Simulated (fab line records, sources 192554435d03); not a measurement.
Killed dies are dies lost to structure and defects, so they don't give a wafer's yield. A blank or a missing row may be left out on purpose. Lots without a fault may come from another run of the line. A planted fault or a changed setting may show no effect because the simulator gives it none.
One fault seen from 2 desks | flow n5_finfet | each desk has only its own numbers; what lay behind them comes last

THE METROLOGY DESK
What the gauges read, lot by lot, whatever tool the lot ran on: means of the sampled wafers that have a number. A lot is out of limits, marked OUT, if its mean lies more than 4 standard deviations from the usual mean; the brackets give that distance. Of its 10 readings 7 are shown: those that lie furthest out on some lot.
Columns: A = DIBL_N at N5_BEOL_M4_RC_MEAS_101, usual 35.8 mV/V; B = IOFF_N at N5_BEOL_M4_RC_MEAS_101, usual 0.152 nA/um; C = ION_N at N5_BEOL_M4_RC_MEAS_101, usual 672 uA/um; D = ION_P at N5_BEOL_M4_RC_MEAS_101, usual 461 uA/um; E = SS_N at N5_BEOL_M4_RC_MEAS_101, usual 71.5 mV/dec; F = SS_P at N5_BEOL_M4_RC_MEAS_101, usual 73.1 mV/dec; G = VT_P at N5_BEOL_M4_RC_MEAS_101, usual -250.6 mV
lot  | first seen here | A    | B     | C   | D   | E    | F    | G
L789 | day 9 06:52     | 36.0 | 0.165 | 675 | 467 | 71.1 | 72.8 | -248.3
L792 | day 10 09:19    | 34.2 | 0.127 | 672 | 466 | 70.6 | 72.2 | -248.6
L801 | day 12 05:47    | 34.3 | 0.127 | 659 | 453 | 71.2 | 72.6 | -253.8
L802 | day 12 10:34    | 37.5 | 0.149 | 672 | 462 | 71.5 | 73.1 | -249.8
L806 | day 13 20:10    | 36.8 | 0.177 | 670 | 467 | 71.7 | 73.5 | -245.1
This desk's finding: nothing out of limits on any of the 5 lots.

THE TOOL OWNER'S DESK: litho_track-02
The tool's own readings at N5_SD_EPI_N_COAT_33 (time 60 s, resist thk 35 nm): means of the sampled wafers that have a number, for each lot that ran on this tool. A lot is out of limits, marked OUT, if its mean lies more than 4 standard deviations from the usual mean; the brackets give that distance.
Columns: A = plate_temp_C at N5_SD_EPI_N_COAT_33, usual 220.00 C; B = resist_line_temp_C at N5_SD_EPI_N_COAT_33, usual 23.03 C; C = spin_speed_rpm at N5_SD_EPI_N_COAT_33, usual 1499.7 rpm
lot  | first seen here | A      | B     | C
L789 | day 4 03:12     | 219.88 | 23.17 | 1499.7
L801 | day 7 02:57     | 219.79 | 22.96 | 1430.9 (-63) OUT
L802 | day 7 06:01     | 219.94 | 22.86 | 1431.6 (-62) OUT
L806 | day 8 09:10     | 220.01 | 23.00 | 1429.9 (-63) OUT
This desk's finding: out of limits on L801, L802, L806; first on L801, day 7 02:57 (spin_speed_rpm at N5_SD_EPI_N_COAT_33). In limits: L789.

PUT TOGETHER
The tool owner's desk could have raised an alarm at day 7 02:57, on L801, L802, L806.
The metrology desk saw nothing out of limits.
The metrology desk has L801, L802, L806 on record, within its limits.
Of the lots named, all ran N5_SD_EPI_N_COAT_33 on litho_track-02.

WHAT THE SIMULATOR HAD PUT IN
Process parameter drift: litho_track-02, from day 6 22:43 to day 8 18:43, at N5_SD_EPI_N_COAT_33. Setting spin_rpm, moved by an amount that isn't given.
Lots struck among those shown: L801, L802, L806.
Hours from the fault's start to each desk's first reading out of limits: the tool owner's desk, 4.
